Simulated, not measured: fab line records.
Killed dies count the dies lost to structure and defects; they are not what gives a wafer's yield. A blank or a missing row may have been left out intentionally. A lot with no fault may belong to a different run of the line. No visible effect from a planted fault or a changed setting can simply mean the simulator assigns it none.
Matching of chambers || flow n5_finfet || ald_hk-03 running N5_HKMG_FIN_ALD_75: 4 sister chambers
The step deposits Al2O3, target thk 1 nm, co reactant pulse time 1 s. 4 wafers are shown with their chamber, then 8 later ones without.

EACH WAFER AND ITS CHAMBER
{"wafer": "L086.2", "chamber": 1, "heater_power_w (W)": 170}
{"wafer": "L086.4", "chamber": 2, "heater_power_w (W)": 191}
{"wafer": "L086.5", "chamber": 3, "heater_power_w (W)": 120}
{"wafer": "L089.1", "chamber": 0, "heater_power_w (W)": 165}

WAFERS WITH NO CHAMBER GIVEN
{"wafer": "L089.4", "heater_power_w (W)": 165}
{"wafer": "L089.6", "heater_power_w (W)": 120}
{"wafer": "L095.1", "heater_power_w (W)": 169}
{"wafer": "L095.3", "heater_power_w (W)": 119}
{"wafer": "L095.4", "heater_power_w (W)": 188}
{"wafer": "L097.2", "heater_power_w (W)": 171}
{"wafer": "L097.3", "heater_power_w (W)": 161}
{"wafer": "L097.5", "heater_power_w (W)": 166}

EACH ONE'S CHAMBER
{"wafer": "L089.4", "from the rows above": 0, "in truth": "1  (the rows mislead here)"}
{"wafer": "L089.6", "from the rows above": 3, "in truth": 3}
{"wafer": "L095.1", "from the rows above": "can't be placed: 1 or 0", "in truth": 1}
{"wafer": "L095.3", "from the rows above": 3, "in truth": 3}
{"wafer": "L095.4", "from the rows above": 2, "in truth": 2}
{"wafer": "L097.2", "from the rows above": 1, "in truth": 1}
{"wafer": "L097.3", "from the rows above": 0, "in truth": 0}
{"wafer": "L097.5", "from the rows above": "can't be placed: 0 or 1", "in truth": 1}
Correct placement for 5 of the 8. Not placeable from these rows: 2 (in 2, the candidates include the true chamber). Number placed wrongly: 1.
How it was worked out, from the rows above alone: a wafer's distance from a chamber is the root of the sum, over the readings, of the square of ((its reading less the chamber's mean) divided by the reading's scatter). If the next closest chamber is less than 2 further off than the closest, the wafer can't be placed; otherwise it belongs to the closest. Each chamber's mean is taken over the wafers shown for it. The scatter: with one shown wafer a chamber, the root of the mean of the squares of how far each hidden wafer lies from its nearest shown one.
